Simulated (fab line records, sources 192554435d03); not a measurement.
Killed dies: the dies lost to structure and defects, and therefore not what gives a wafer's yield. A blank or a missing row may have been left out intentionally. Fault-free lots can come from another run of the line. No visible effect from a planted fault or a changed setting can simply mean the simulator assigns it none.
3 desks looking at one fault -- flow n5-finfet -- only its own numbers are on each desk; what lay behind them is given at the end

METROLOGY DESK
Lot by lot, what the gauges showed, no matter which tool ran the lot: averages of those sampled wafers that carry a number. The brackets show how far a lot's mean lies from the usual mean; more than 4 standard deviations puts the lot out of limits, marked OUT.
Columns: A = cd-nm at N5_BEOL_M11_CD_MEAS_28, usual 70.3 nm; B = V10_OVL at N5_BEOL_M11_OVL_MEAS_29, usual -0.1 nm
lot,first seen here,A,B
L278,day 10 16:48,71.4,-0.3
L279,day 11 05:13,69.6,-0.6
L285,day 12 23:36,71.1,0.4
L290,day 15 06:41,70.8,-0.6
L292,day 15 15:59,70.0,-0.4
L294,day 15 17:29,69.2,-0.5
L299,day 16 20:57,71.2,-0.2
Result from this desk: across the 7 lots, nothing is out of limits.

THE DEFECT DESK
What the inspections along the route counted, lot by lot: means of the sampled wafers that have a number. The brackets show how far a lot's mean lies from the usual mean; more than 4 standard deviations puts the lot out of limits, marked OUT.
Columns: A = raw-defect-count at N5_BEOL_M11_INSPECT_30, usual 386
lot,first seen here,A
L278,day 10 16:52,573
L279,day 11 05:17,361
L285,day 12 23:39,352
L290,day 15 06:44,384
L292,day 15 16:03,412
L294,day 15 17:32,316
L299,day 16 21:00,386
Result from this desk: across the 7 lots, nothing is out of limits.

FOR THE TOOL OWNER'S DESK: rie-diel-06
The tool's own readings at N5_BEOL_M11_ETCH_66 (etches SOC in N2/H2, target depth 120 nm, overetch 24 nm, time 180 s): means of the sampled wafers that have a number, for each lot that ran on this tool. The brackets show how far a lot's mean lies from the usual mean; more than 4 standard deviations puts the lot out of limits, marked OUT. Readings shown: 7 out of 9 (the first out of limits, and those lying furthest out on some lot).
Columns: A = n2-flow-sccm at N5_BEOL_M11_ETCH_66, usual 199.9 sccm; B = rf-fwd-power-W at N5_BEOL_M11_ETCH_66, usual 837 W; C = rf-vpp-V at N5_BEOL_M11_ETCH_66, usual 524.3 V; D = run-length-s at N5_BEOL_M11_ETCH_66, usual 203.1 s; E = showerhead-plenum-p-Torr at N5_BEOL_M11_ETCH_66, usual 2.56 Torr; F = temp-c at N5_BEOL_M11_ETCH_66, usual 40.00 C; G = throttle-valve-pct at N5_BEOL_M11_ETCH_66, usual 17.7 %
lot,first seen here,A,B,C,D,E,F,G
L285,day 12 23:46,199.1,839,523.3,203.0,2.51,39.99,18.0
L290,day 15 07:10,198.7,833,519.9,194.7 (-18) OUT,2.45,40.05,18.0
L292,day 15 16:10,199.4,-,521.0,186.7 (-36) OUT,2.44,40.11,18.0
L294,day 15 17:40,199.5,836,521.3,192.3 (-23) OUT,2.46,39.88,17.8
This desk's finding: out of limits on L290, L292, L294; first on L290, day 15 07:10 (run-length-s at N5_BEOL_M11_ETCH_66). L285 stayed within limits.

PUT TOGETHER
The tool owner's desk had the chance to raise an alarm at day 15 07:10 on L290, L292, L294.
From the metrology desk's view, nothing was out of limits.
Nothing the defect desk looked at was out of limits.
The metrology desk holds a record of L290, L292, L294, inside its limits.
The defect desk has L290, L292, L294 on record, within its limits.
All the named lots went through N5_BEOL_M11_ETCH_66 on rie-diel-06.

WHAT THE SIMULATOR HAD INSERTED
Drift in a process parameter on rie-diel-06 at N5_BEOL_M11_ETCH_66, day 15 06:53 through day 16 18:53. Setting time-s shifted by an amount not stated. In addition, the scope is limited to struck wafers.
Lots struck among those shown: L290, L292, L294.
Delay in hours, fault start to first out-of-limits reading, by desk: the tool owner's desk at 0.
